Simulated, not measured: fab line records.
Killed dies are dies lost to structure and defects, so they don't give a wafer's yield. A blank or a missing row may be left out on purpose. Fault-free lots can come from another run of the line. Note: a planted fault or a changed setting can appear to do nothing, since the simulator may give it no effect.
Which tool did it? + flow n5Finfet + 12 lots with 36 wafers sampled at 2 steps, on a route of 1938 steps

WHAT EACH GAUGE READ, for each wafer
N5_WELL_APT_OVL_MEAS_26.
| lot  | measured    | on         | PWELL_OVL (nm) |
|------|-------------|------------|----------------|
| L075 | day 1 21:08 | overlay-01 | -10 -17 -4     |
| L077 | day 2 08:58 | overlay-02 | -4 -1 -13      |
| L079 | day 2 20:58 | overlay-01 | 4 -3 0         |
| L081 | day 3 08:53 | overlay-01 | 7 10 15        |
| L083 | day 3 21:12 | overlay-02 | -2 0 -4        |
| L085 | day 4 09:25 | overlay-02 | 2 4 -1         |
| L087 | day 4 20:59 | overlay-01 | -16 -9 -8      |
| L089 | day 5 09:11 | overlay-02 | -5 -3 -7       |
| L091 | day 5 21:50 | overlay-02 | -4 5 -7        |
| L093 | day 6 09:32 | overlay-01 | 0 3 4          |
| L095 | day 6 21:07 | overlay-02 | 3 8 -2         |
| L097 | day 7 10:28 | overlay-01 | 7 1 -6         |

WHAT TOOL EACH LOT RAN ON (gives the tool, then ch and the chambers of the sampled wafers, and finally the start)
| lot  | N5_WELL_APT_DESCUM_13            |
|------|----------------------------------|
| L075 | rieDiel-02 ch 1,2, day 1 20:04   |
| L077 | rieDiel-05 ch 0,1, day 2 07:54   |
| L079 | rieDiel-05 ch 1,2,3, day 2 19:46 |
| L081 | rieDiel-06 ch 0,1,3, day 3 07:41 |
| L083 | rieDiel-05 ch 0,1,3, day 3 20:01 |
| L085 | rieDiel-02 ch 0,1,2, day 4 08:19 |
| L087 | rieDiel-02 ch 0,1,2, day 4 19:47 |
| L089 | rieDiel-05 ch 0,1,2, day 5 08:08 |
| L091 | rieDiel-02 ch 0,1,2, day 5 20:46 |
| L093 | rieDiel-02 ch 0,1, day 6 08:19   |
| L095 | rieDiel-06 ch 1,2,3, day 6 20:03 |
| L097 | rieDiel-06 ch 1,2, day 7 09:22   |
- N5_WELL_APT_DESCUM_13: chemistry O2, time 7.9 s.

THE ANSWER, worked out from the rows above alone
Rule: the usual values come from the lots themselves. The widest of any qualifying gaps counts: lots, ordered by their means at a reading, are off when they make up no more than a third of the lots, leave a main group of 4 or more, and stand apart from it by 3 or more times the standard deviation of that group's means. A main group whose means are all the same, to the digits that the tables above print for the reading, isn't used. Also off: a lot with no number at a reading for which 4 or more lots have one. Where the step has rows for the other lots, those lots are counted as sound.
Nothing can be told from this: no lot is off at any reading shown.

WHAT HAD BEEN PUT IN BY THE SIMULATOR
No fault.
